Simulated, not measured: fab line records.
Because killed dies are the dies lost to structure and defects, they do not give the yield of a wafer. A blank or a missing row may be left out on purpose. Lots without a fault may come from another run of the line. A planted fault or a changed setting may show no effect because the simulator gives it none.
Matching of chambers :: flow n5-finfet :: 4 sister chambers for N5_BEOL_M14_DESCUM_33 on rie-diel-04
The step chemistry O2, time 7.9 s. 14 wafers are shown with their chamber, then 7 later ones without.

WAFERS PAIRED WITH THEIR CHAMBERS
wafer: L082.1
chamber: 3
throttle-valve-pct (%): 20.81
showerhead-plenum-p-Torr (Torr): 2.04
drypump-motor-current-A (A): 5.7

wafer: L082.3
chamber: 2
throttle-valve-pct (%): 20.18
showerhead-plenum-p-Torr (Torr): 2.04
drypump-motor-current-A (A): 5.9

wafer: L082.6
chamber: 2
throttle-valve-pct (%): 20.15
showerhead-plenum-p-Torr (Torr): 2.03
drypump-motor-current-A (A): 5.9

wafer: L086.1
chamber: 0
throttle-valve-pct (%): 20.46
showerhead-plenum-p-Torr (Torr): 1.98
drypump-motor-current-A (A): 5.5

wafer: L086.3
chamber: 3
throttle-valve-pct (%): 20.82
showerhead-plenum-p-Torr (Torr): 2.04
drypump-motor-current-A (A): 5.6

wafer: L086.4
chamber: 2
throttle-valve-pct (%): 20.16
showerhead-plenum-p-Torr (Torr): 2.03
drypump-motor-current-A (A): 5.8

wafer: L085.1
chamber: 3
throttle-valve-pct (%): 20.81
showerhead-plenum-p-Torr (Torr): 2.04
drypump-motor-current-A (A): 5.7

wafer: L085.2
chamber: 2
throttle-valve-pct (%): 20.17
showerhead-plenum-p-Torr (Torr): 2.03
drypump-motor-current-A (A): 5.8

wafer: L085.5
chamber: 3
throttle-valve-pct (%): 20.81
showerhead-plenum-p-Torr (Torr): 2.04
drypump-motor-current-A (A): 5.7

wafer: L090.1
chamber: 0
throttle-valve-pct (%): 20.47
showerhead-plenum-p-Torr (Torr): 1.98
drypump-motor-current-A (A): 5.5

wafer: L090.2
chamber: 1
throttle-valve-pct (%): 20.43
showerhead-plenum-p-Torr (Torr): 2.04
drypump-motor-current-A (A): 6.1

wafer: L090.3
chamber: 3
throttle-valve-pct (%): 20.83
showerhead-plenum-p-Torr (Torr): 2.04
drypump-motor-current-A (A): 5.6

wafer: L093.1
chamber: 1
throttle-valve-pct (%): 20.45
showerhead-plenum-p-Torr (Torr): 2.03
drypump-motor-current-A (A): 6.1

wafer: L093.3
chamber: 2
throttle-valve-pct (%): 20.22
showerhead-plenum-p-Torr (Torr): 2.03
drypump-motor-current-A (A): 5.8

SIGNATURES (averages over the wafers above)
reading: throttle-valve-pct
chamber 0: 20.4650
chamber 1: 20.4400
chamber 2: 20.1760
chamber 3: 20.8160
scatter within a chamber: 0.0187

reading: showerhead-plenum-p-Torr
chamber 0: 1.9800
chamber 1: 2.0350
chamber 2: 2.0320
chamber 3: 2.0400
scatter within a chamber: 0.00361

reading: drypump-motor-current-A
chamber 0: 5.500
chamber 1: 6.100
chamber 2: 5.840
chamber 3: 5.660
scatter within a chamber: 0.049
Rule: distance of a wafer from a chamber = root of the sum over the readings of ((wafer's reading minus chamber's mean) / reading's scatter) squared. If the next closest chamber is less than 2 further off than the closest, the wafer can't be placed; otherwise it belongs to the closest. The scatter is the square root of a quotient: the sum, over the shown wafers, of each reading's squared deviation from its chamber's mean, divided by wafers minus chambers.

WAFERS MISSING THEIR CHAMBER
wafer: L093.5
throttle-valve-pct (%): 20.84
showerhead-plenum-p-Torr (Torr): 2.04
drypump-motor-current-A (A): 5.6

wafer: L095.2
throttle-valve-pct (%): 20.83
showerhead-plenum-p-Torr (Torr): 2.04
drypump-motor-current-A (A): 5.7

wafer: L095.3
throttle-valve-pct (%): 20.19
showerhead-plenum-p-Torr (Torr): 2.03
drypump-motor-current-A (A): 5.9

wafer: L095.5
throttle-valve-pct (%): 20.50
showerhead-plenum-p-Torr (Torr): 1.98
drypump-motor-current-A (A): 5.5

wafer: L094.1
throttle-valve-pct (%): 20.19
showerhead-plenum-p-Torr (Torr): 2.03
drypump-motor-current-A (A): 5.8

wafer: L094.2
throttle-valve-pct (%): 20.44
showerhead-plenum-p-Torr (Torr): 2.03
drypump-motor-current-A (A): 6.1

wafer: L094.5
throttle-valve-pct (%): 20.44
showerhead-plenum-p-Torr (Torr): 2.03
drypump-motor-current-A (A): 6.1

WHICH CHAMBER EACH ONE RAN IN
wafer: L093.5
from the rows above: 3
in truth: 3

wafer: L095.2
from the rows above: 3
in truth: 3

wafer: L095.3
from the rows above: 2
in truth: 2

wafer: L095.5
from the rows above: 0
in truth: 0

wafer: L094.1
from the rows above: 2
in truth: 2

wafer: L094.2
from the rows above: 1
in truth: 1

wafer: L094.5
from the rows above: 1
in truth: 1
Correctly placed: 7 of 7. Not placeable from these rows: 0. Number placed wrongly: 0.
